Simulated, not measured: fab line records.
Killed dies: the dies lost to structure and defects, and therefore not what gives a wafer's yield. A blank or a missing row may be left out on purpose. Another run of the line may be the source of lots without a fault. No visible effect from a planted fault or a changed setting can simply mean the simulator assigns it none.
The same fault as seen by 3 desks + flow nand_harc + each desk has only its own numbers; what lay behind them comes last

## METROLOGY DESK
Lot by lot, what the gauges showed, no matter which tool ran the lot: averages of those sampled wafers that carry a number. Any lot whose mean is over 4 standard deviations away from the usual mean is out of limits and marked OUT; that distance is given in the brackets.
Columns: A = thk_nm at NHARC_A_DECK1_JOINT_THK_MEAS_17, usual 45.0 nm; B = thk_nm at NHARC_A_ONON_D2_THK_MEAS_02, usual 1001 nm; C = thk_nm at NHARC_A_ONON_D2_THK_MEAS_05, usual 997 nm; D = thk_nm at NHARC_A_ONON_D2_THK_MEAS_08, usual 999 nm; E = thk_nm at NHARC_A_ONON_D2_THK_MEAS_11, usual 1002 nm
| lot  | first seen here | A    | B    | C    | D    | E               |
|------|-----------------|------|------|------|------|-----------------|
| L526 | day 13 12:05    | 45.6 | 994  | 996  | 984  | 981             |
| L530 | day 15 19:52    | 45.0 | 1004 | 1006 | 992  | 1038            |
| L531 | day 15 23:53    | 44.5 | 990  | 992  | 995  | 1054 (+5.2) OUT |
| L536 | day 18 12:15    | 45.2 | 1007 | 989  | 994  | 1008            |
| L538 | day 18 19:12    | 44.5 | 1008 | 1004 | 991  | 1013            |
| L545 | day 21 12:04    | 44.8 | 1010 | 986  | 1027 | 1008            |
Finding of this desk: L531 out of limits; the first was L531 at day 16 02:11, on thk_nm at NHARC_A_ONON_D2_THK_MEAS_11. Within limits: L526, L530, L536, L538, L545.

## DESK OF THE TOOL OWNER: pecvd_onon-01
The tool's own readings at NHARC_A_ONON_D2_DEP_09 (target thk 1000 nm): means of the sampled wafers that have a number, for each lot that ran on this tool. Any lot whose mean is over 4 standard deviations away from the usual mean is out of limits and marked OUT; that distance is given in the brackets.
Columns: A = nh3_flow_sccm at NHARC_A_ONON_D2_DEP_09, usual 499.8 sccm; B = susceptor_temp_C at NHARC_A_ONON_D2_DEP_09, usual 400.01 C
| lot  | first seen here | A     | B      |
|------|-----------------|-------|--------|
| L526 | day 13 13:53    | 500.0 | 399.77 |
| L530 | day 15 21:49    | 499.4 | 400.05 |
| L531 | day 16 01:44    | 498.8 | 399.84 |
| L536 | day 18 14:03    | 501.5 | 400.27 |
| L538 | day 18 21:03    | 499.9 | 399.99 |
Result from this desk: across the 5 lots, nothing is out of limits.

## THE DEFECT DESK
Lot by lot, what the route's inspections counted, given as the mean of those sampled wafers with a number. Any lot whose mean is over 4 standard deviations away from the usual mean is out of limits and marked OUT; that distance is given in the brackets.
Columns: A = raw_defect_count at NHARC_A_DECK1_JOINT_INSPECT_05, usual 310
| lot  | first seen here | A   |
|------|-----------------|-----|
| L526 | day 13 12:07    | 473 |
| L530 | day 15 19:53    | 357 |
| L531 | day 15 23:55    | 214 |
| L536 | day 18 12:17    | 217 |
| L538 | day 18 19:14    | 368 |
| L545 | day 21 12:07    | 265 |
Result from this desk: across the 6 lots, nothing is out of limits.

## PUT TOGETHER
The metrology desk could have raised an alarm at day 16 02:11, on L531.
The tool owner's desk saw nothing out of limits.
The defect desk saw nothing out of limits.
On record at the tool owner's desk: L531, within its limits.
The defect desk has L531 on record, within its limits.
NHARC_A_ONON_D2_DEP_09 was run on pecvd_onon-01 by each of the lots named.

## WHAT THE SIMULATOR HAD INSERTED
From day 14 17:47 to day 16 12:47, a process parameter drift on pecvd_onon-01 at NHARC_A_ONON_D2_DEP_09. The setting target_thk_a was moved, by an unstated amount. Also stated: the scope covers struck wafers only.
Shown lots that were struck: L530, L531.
Delay in hours, fault start to first out-of-limits reading, per desk: metrology desk 32.
